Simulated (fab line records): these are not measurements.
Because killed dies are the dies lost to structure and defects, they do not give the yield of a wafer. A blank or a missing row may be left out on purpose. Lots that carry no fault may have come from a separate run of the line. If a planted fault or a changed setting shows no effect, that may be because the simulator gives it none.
Matching of chambers | flow nand harc | pecvd-04 running NHARC_A_STAIRCASE_DEP_259: 3 sister chambers
The step deposits SiON, target thk 30 nm. 6 wafers are shown with their chamber, then 7 later ones without.

WAFERS WITH THEIR CHAMBER
wafer  | chamber | heater power w (W)
L080.2 | 0       | 796
L080.5 | 1       | 770
L082.1 | 0       | 824
L082.5 | 2       | 697
L083.1 | 2       | 685
L083.3 | 1       | 947

WAFERS MISSING THEIR CHAMBER
wafer  | heater power w (W)
L083.6 | 683
L087.2 | 857
L087.3 | 835
L087.5 | 851
L090.2 | 794
L090.5 | 679
L090.6 | 794

CHAMBER TAKEN BY EACH
wafer  | from the rows above          | in truth
L083.6 | can't be placed: 2 or 0      | 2
L087.2 | can't be placed: 1 or 0      | 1
L087.3 | can't be placed: 1 or 0 or 2 | 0
L087.5 | can't be placed: 1 or 0      | 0
L090.2 | can't be placed: 0 or 1 or 2 | 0
L090.5 | can't be placed: 2 or 0      | 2
L090.6 | can't be placed: 0 or 1 or 2 | 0
Placed correctly: 0 of 7. These rows do not allow placing 7 (true chamber among the candidates in 7). Number placed wrongly: 0.
How it was worked out, from the rows above alone: a wafer's distance from a chamber is the root of the sum, over the readings, of the square of ((its reading less the chamber's mean) divided by the reading's scatter). The wafer belongs to the nearest chamber; if the next one is less than 2 further off, it can't be placed. A chamber's mean is the mean of its shown wafers. The scatter is the square root of a quotient: the sum, over the shown wafers, of each reading's squared deviation from its chamber's mean, divided by wafers minus chambers.
